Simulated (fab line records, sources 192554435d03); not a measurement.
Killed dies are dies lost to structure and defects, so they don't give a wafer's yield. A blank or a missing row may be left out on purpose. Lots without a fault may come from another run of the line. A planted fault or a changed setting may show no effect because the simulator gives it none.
Split-lot experiment | flow n5_finfet | 7 lots, 21 wafers read, on a route of 1938 steps

THE SPLIT
At N5_BEOL_M7_PECVD_70 (deposits SiO2 from TEOS/O2, target thk 20 nm, time 22.7 s), the setting temp_c was moved away from the recipe's 400 C on 8 of the 21 wafers read, by -1.9% to +3.4%. The other wafers ran this setting at the recipe's value.

The reading is taken at the split's own step.

THE READING
SiO2_of_BEOL_M7_PECVD_70.thk_nm (the simulator's own value, which no gauge read), in nm, at N5_BEOL_M7_PECVD_70 (deposits SiO2 from TEOS/O2, target thk 20 nm, time 22.7 s). The file gives no usual value for it. The 13 wafers here that ran the recipe average 19.9 nm, standard deviation 0.23 nm.

wafer  | tool, chamber at the split | temp_c as run, C | against the recipe | SiO2_of_BEOL_M7_PECVD_70.thk_nm, nm | against lot-mates on the recipe
L074.3 | pecvd-02, 0                | 400              | recipe             | 19.6                                | -
L074.5 | pecvd-02, 2                | 400              | recipe             | 20.2                                | -
L074.6 | pecvd-02, 0                | 400              | recipe             | 20                                  | -
L076.2 | pecvd-03, 2                | 411.7            | +2.9%              | 18.4                                | -1.8
L076.4 | pecvd-03, 1,2              | 400              | recipe             | 20.2                                | -
L076.5 | pecvd-03, 1,2              | 400              | recipe             | 20.2                                | -
L087.1 | pecvd-02, 2                | 400              | recipe             | 20                                  | -
L087.5 | pecvd-02, 2                | 413.8            | +3.4%              | 18.2                                | -1.8
L087.6 | pecvd-02, 0                | 413.8            | +3.4%              | 18                                  | -2.0
L088.1 | pecvd-04, 0,1              | 400              | recipe             | 19.6                                | -
L088.3 | pecvd-04, 0,1              | 400              | recipe             | 19.6                                | -
L088.6 | pecvd-04, 1                | 400              | recipe             | 20                                  | -
L090.3 | pecvd-02, 2                | 400              | recipe             | 19.8                                | -
L090.4 | pecvd-02, 2,0              | 393              | -1.7%              | 20.6                                | +0.8
L090.6 | pecvd-02, 2,0              | 393              | -1.7%              | 20.6                                | +0.8
L092.3 | pecvd-02, 0                | 400              | recipe             | 19.8                                | -
L092.5 | pecvd-02, 2                | 392.4            | -1.9%              | 21.2                                | +1.4
L092.6 | pecvd-02, 0                | 392.4            | -1.9%              | 20.8                                | +1.0
L091.2 | pecvd-04, 0                | 395              | -1.2%              | 20.4                                | +0.4
L091.3 | pecvd-04, 1                | 400              | recipe             | 19.8                                | -
L091.5 | pecvd-04, 2                | 400              | recipe             | 20.2                                | -
Where a row lists several chambers, the file gives one row for several wafers and doesn't say which wafer went through which chamber.

THE FIT
A straight line over all 21 wafers: SiO2_of_BEOL_M7_PECVD_70.thk_nm changes by -0.509 nm for each +1% of temp_c; r = -0.96; the points scatter about the line by 0.22 nm.
The same after taking each lot's own level away (the mean of its wafers on the recipe; 21 wafers): -0.554 nm for each +1%; r = -0.98; scatter 0.19 nm.
On that fit, the largest move of temp_c shifts the reading by 1.9 nm.
The lots' own levels span 19.73 to 20.20 nm, that is 2.0 times the standard deviation above.
So the lot-to-lot level changes the slope little: the two slopes agree.
Check: with one of the wafers moved furthest among these (+3.4%) left out of the fit, the line predicts -1.99 nm for it against its lot-mates. It came out at -1.8 nm against them.

OTHER SPLITS ON THESE WAFERS
These wafers also went through other splits before the reading. Each is held against what the fit with the lots' levels taken away leaves over:
other split on the same wafers    | wafers away from the commonest value | r with SiO2_of_BEOL_M7_PECVD_70.thk_nm (lot level and that fit taken away)
N5_BEOL_M4_COAT_76 spin_rpm       | 7                                    | -0.34
N5_BEOL_M5_HM_DEP_02 target_thk_a | 6                                    | +0.02
N5_BEOL_M5_ETCH_41 source_w       | 8                                    | +0.19
N5_BEOL_M7_ILD_DEP_00 time_s      | 8                                    | -0.02

THE FILE'S OWN FIT
SiO2_of_BEOL_M7_PECVD_70.thk_nm changes by -0.558 nm for each +1% of temp_c, r = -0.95.
